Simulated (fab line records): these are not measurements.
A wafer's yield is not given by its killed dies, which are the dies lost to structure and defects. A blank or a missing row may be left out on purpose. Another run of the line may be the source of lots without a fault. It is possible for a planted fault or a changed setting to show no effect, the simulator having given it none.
Chamber matching | flow n5Finfet | N5_BEOL_M3_ETCH_70 on rieDiel-05 has 4 sister chambers
The step etches SOC in N2/H2, target depth 80 nm, overetch 16 nm, time 120 s. 7 wafers are shown with their chamber, then 8 later ones without.

WAFERS WITH THEIR CHAMBER
wafer  | chamber | drypumpMotorCurrentA (A) | showerheadPlenumPTorr (Torr)
L081.5 | 3       | 5.2                      | 2.51
L084.5 | 2       | 6.7                      | 2.52
L084.6 | 1       | 5.7                      | 2.42
L087.2 | 3       | 5.2                      | 2.51
L087.3 | 0       | 6.0                      | 2.59
L087.4 | 1       | 5.6                      | 2.42
L093.1 | 2       | 6.8                      | 2.51

WAFERS WITHOUT THEIR CHAMBER
wafer  | drypumpMotorCurrentA (A) | showerheadPlenumPTorr (Torr)
L093.2 | 6.0                      | 2.59
L093.4 | 5.7                      | 2.41
L097.2 | 5.7                      | 2.41
L097.4 | 6.0                      | 2.59
L097.6 | 5.7                      | 2.41
L096.2 | 5.7                      | 2.41
L096.3 | 6.8                      | 2.51
L096.5 | 5.2                      | 2.50

WHICH CHAMBER EACH ONE RAN IN
wafer  | from the rows above | in truth
L093.2 | 0                   | 0
L093.4 | 1                   | 1
L097.2 | 1                   | 1
L097.4 | 0                   | 0
L097.6 | 1                   | 1
L096.2 | 1                   | 1
L096.3 | 2                   | 2
L096.5 | 3                   | 3
Placed correctly: 8 of 8. From these rows, 0 cannot be placed. 0 placed wrongly.
How it was worked out, from the rows above alone: a wafer's distance from a chamber is the root of the sum, over the readings, of the square of ((its reading less the chamber's mean) divided by the reading's scatter). The wafer belongs to the nearest chamber; if the next one is less than 2 further off, it can't be placed. Each chamber's mean is taken over the wafers shown for it. The scatter: take each reading less its chamber's mean, square it, sum over the shown wafers, divide by the number of wafers less the number of chambers, and take the root.
